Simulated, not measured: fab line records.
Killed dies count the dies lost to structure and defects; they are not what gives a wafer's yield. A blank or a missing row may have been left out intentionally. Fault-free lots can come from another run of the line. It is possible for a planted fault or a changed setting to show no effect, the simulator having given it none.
The tool behind it: which one? + flow nandHarc + 6 lots, 18 wafers sampled, at 5 steps of a route of 1159

== WHAT THE GAUGES READ, wafer by wafer ==
NHARC_END_SORT_01.
| lot  | measured     | on        | killedAtArray |
|------|--------------|-----------|---------------|
| L364 | day 22 04:44 | prober-01 | 104 85 26     |

== TOOL THAT RAN EACH LOT (tool first, then ch and the chambers of the sampled wafers, then the start) ==
| lot  | NHARC_A_CONTACT_ETCH_130           | NHARC_THIN_TSV_ETCH_44            | NHARC_THIN_TSV_ANNEAL_52        | NHARC_THIN_TSV_DEGAS_53     |
|------|------------------------------------|-----------------------------------|---------------------------------|-----------------------------|
| L353 | harCapEtch-01 ch 0,1, day 17 00:03 | rieDiel-01 ch 0,1,2, day 19 05:19 | rtpAnneal-01 ch 0, day 19 09:04 | pvdSputter-01, day 19 09:52 |
| L355 | harCapEtch-01 ch 0,1, day 17 16:55 | rieDiel-07 ch 1,2,3, day 19 10:57 | rtpAnneal-02 ch 0, day 19 14:39 | pvdSputter-03, day 19 15:22 |
| L359 | harCapEtch-02 ch 0,1, day 18 06:19 | rieDiel-07 ch 0,1, day 19 23:11   | rtpAnneal-01 ch 0, day 20 04:07 | pvdSputter-01, day 20 04:56 |
| L361 | harCapEtch-02 ch 0,1, day 19 03:49 | rieDiel-07 ch 1,2, day 20 18:29   | rtpAnneal-01 ch 0, day 20 22:13 | pvdSputter-02, day 20 23:01 |
| L364 | harCapEtch-02 ch 0,1, day 19 17:55 | rieDiel-08 ch 0,2,3, day 21 12:13 | rtpAnneal-02 ch 0, day 21 16:15 | pvdSputter-02, day 21 17:01 |
| L370 | harCapEtch-03 ch 0,1, day 21 06:19 | rieDiel-07 ch 0,2,3, day 23 06:40 | rtpAnneal-01 ch 0, day 23 10:57 | pvdSputter-01, day 23 11:48 |
- NHARC_A_CONTACT_ETCH_130: etches the open film in C4F8/O2/Ar, time 155 s, target depth 956 nm.
- NHARC_THIN_TSV_ETCH_44: etches the open film in CF4/O2, target depth 1594.2 nm, time 797.1 s.
- NHARC_THIN_TSV_ANNEAL_52: time 90 s.
- NHARC_THIN_TSV_DEGAS_53: time 60 s.

== THE ANSWER, worked out from the rows above alone ==
Rule: usual is defined by the lots themselves. The widest of any qualifying gaps counts: lots, ordered by their means at a reading, are off when they make up no more than a third of the lots, leave a main group of 4 or more, and stand apart from it by 3 or more times the standard deviation of that group's means. A main group is skipped when, at the precision printed for the reading in the tables above, its means are all equal. Also off: a lot with no number at a reading for which 4 or more lots have one. Any other lot the step has rows for is counted as sound.
Nothing can be told from this: no lot is off at any reading shown.

== WHAT THE SIMULATOR HAD INSERTED ==
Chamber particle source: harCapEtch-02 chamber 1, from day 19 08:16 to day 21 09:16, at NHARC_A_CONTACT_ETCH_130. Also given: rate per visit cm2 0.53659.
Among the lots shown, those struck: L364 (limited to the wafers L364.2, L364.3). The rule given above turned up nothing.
